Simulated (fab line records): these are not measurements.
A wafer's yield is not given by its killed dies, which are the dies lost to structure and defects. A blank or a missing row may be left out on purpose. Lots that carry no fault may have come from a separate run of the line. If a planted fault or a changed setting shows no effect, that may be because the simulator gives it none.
A lot that was struck, set against a sound lot	flow nand harc	38 steps out of a route of 1302
Sound: wafers L860.1, L860.3, L860.5. Struck: wafers L872.3, L872.4, L872.5. The cause is given at the end.
Per side, at each step with rows, come the tool, then ch with its chambers, and then its first start. Under that, the readings that differ: sound wafers	struck wafers	difference of the means	sigmas: that difference in standard deviations of wafers without a fault.
alike: words and numbers the same on both sides, and readings whose means are apart by under 2 such deviations; not compared: readings that were withheld, readings missing a value for some wafer, numbers with overlapping values and no deviation given by the record, and bounds like >300 which may hide the same value.
Wherever a step has rows on one side only, a row that says differs or no value, or a row with sigmas, the two part there. Numbers that have no deviation but don't overlap get no sigmas and don't part them. A reading missing from all wafers of one side parts the sides only when that side holds two or more wafers.

first, 5 steps without rows for these wafers: NHARC_A_STAIRCASE_STRIP_316 (strips in O2); NHARC_A_STAIRCASE_STRIP_317 (strips in SPM, time 900 s); NHARC_A_STAIRCASE_PRECLEAN_318 (cleans in SC1); NHARC_A_STAIRCASE_SRD_329; NHARC_A_STAIRCASE_ALD_415 (deposits SiO2, target thk 30 nm, pulse time 6 s, ald cycles 300).
NHARC_A_STAIRCASE_ETCHBACK_416: etches the open film in C4F8/O2/Ar, target depth 36 nm, time 7.2 s.
  sound on rie diel-10 ch 1,2,3; struck on rie diel-07 ch 0,2
reading	sound	struck	difference	sigmas
oes product au (a.u.)	0.92 0.94 0.93	1.00 1.01 1.01	+0.08	+2
  alike: rf vpp V
  not compared: rf hours counter h
NHARC_A_STAIRCASE_STRIP_476: strips in O2, time 20 s.
  sound on rie diel-10 ch 2,3, day 22 12:49; struck on rie diel-07 ch 2,3, day 26 19:14
  alike: drypump motor current A, oes product au, rf vpp V, showerhead plenum p Torr, throttle valve pct
  not compared: rf hours counter h
NHARC_A_STAIRCASE_DEP_417: deposits Si3N4, target thk 60 nm.
  sound on pecvd-04 ch 0,1, day 22 12:55; struck on pecvd-02 ch 0,1, day 26 19:20
  alike: heater power w
then, 3 steps without rows for these wafers: NHARC_A_STAIRCASE_WET_418 (chemistry H3PO4, target depth 20 nm); NHARC_A_STAIRCASE_PRECLEAN_419 (cleans in SC1); NHARC_A_STAIRCASE_SRD_421.
NHARC_A_STAIRCASE_ALD_420: deposits SiO2, target thk 20 nm, pulse time 6 s, ald cycles 200.
  sound on ald hk-01 ch 0,2, day 22 15:56; struck on ald hk-01 ch 0,2,3, day 26 22:03
  alike: heater power w, precursor pulse height rel
then, 5 steps without rows for these wafers: NHARC_A_STAIRCASE_CVD_552 (deposits SiNx, target thk 40 nm); NHARC_A_STAIRCASE_DEP_151 (deposits SiO2, target thk 7200 nm); NHARC_A_STAIRCASE_ANNEAL_320 (time 1800 s); NHARC_A_STAIRCASE_DEP_322 (deposits SiO2, target thk 7200 nm); NHARC_A_STAIRCASE_ANNEAL_323 (time 1800 s).
NHARC_A_STAIRCASE_DEP_325: deposits SiO2, target thk 7200 nm.
  sound on pecvd-02 ch 1,2, day 23 15:01; struck on pecvd-02 ch 0,1,2, day 27 22:15
  alike: heater power w
then, 12 steps without rows for these wafers: NHARC_A_STAIRCASE_ANNEAL_326 (time 1800 s); NHARC_A_STAIRCASE_DEHYDRATE_433 (time 120 s); NHARC_A_STAIRCASE_HMDS_434 (time 30 s); NHARC_A_STAIRCASE_COAT_435; NHARC_A_STAIRCASE_SOFTBAKE_436 (time 170 s); NHARC_A_STAIRCASE_EBR_437; NHARC_A_STAIRCASE_EXPOSE_438 (exposes mask STAIR REV); NHARC_A_STAIRCASE_PEB_439 (peb time 130 s); NHARC_A_STAIRCASE_DEVELOP_440 (time 140 s); NHARC_A_STAIRCASE_HARDBAKE_442 (time 140 s); NHARC_A_STAIRCASE_DESCUM_443 (chemistry O2, time 3 s); NHARC_A_STAIRCASE_ETCH_444 (etches the open film in C4F8/O2, target depth 20400 nm, time 6800 s).
NHARC_A_STAIRCASE_STRIP_446: strips in O2.
  sound on plasma asher-02 ch 0, day 24 13:54; struck on plasma asher-02 ch 0,1, day 28 12:06
  alike: drypump motor current A, heater power w
  not compared: rf hours counter h
then, 5 steps without rows for these wafers: NHARC_A_STAIRCASE_STRIP_447 (strips in SPM, time 900 s); NHARC_A_STAIRCASE_PRECLEAN_448 (cleans in SC1); NHARC_A_STAIRCASE_SRD_449; NHARC_A_STAIRCASE_CMP_450 (polishes SiO2, target thk 200 nm); NHARC_A_STAIRCASE_CMP_152 (polishes).
NHARC_A_SGD_CUT_DESCUM_14: chemistry O2, time 3 s.
  sound on rie diel-13 ch 1,3, day 24 17:35; struck on rie diel-12 ch 1,3, day 28 18:43
reading	sound	struck	difference	sigmas
hold	- - -	await dispo/3.0h/release await dispo/3.0h/release await dispo/3.0h/release	no value on the sound wafers	
  alike: drypump motor current A, oes product au, rf vpp V, showerhead plenum p Torr, throttle valve pct
  not compared: rf hours counter h
-- record jumps: 7 days between struck wafers' starts before vs after; left off in module A_SGD_CUT, resumes in module END, first step shown is number 1302 of the route --
NHARC_END_SORT_01:
  sound on prober-01 ch 0, day 30 05:19; struck on prober-02 ch 0, day 36 03:55
  alike: killed at array, killed at other, killed at periphery, killed dies, killed open, killed short

== WHERE THEY PART ==
First at NHARC_A_STAIRCASE_ETCHBACK_416; last, within this record, at NHARC_A_SGD_CUT_DESCUM_14. Later steps at which nothing parts them and some readings are alike: NHARC_END_SORT_01.

WHY: what the simulator had put in
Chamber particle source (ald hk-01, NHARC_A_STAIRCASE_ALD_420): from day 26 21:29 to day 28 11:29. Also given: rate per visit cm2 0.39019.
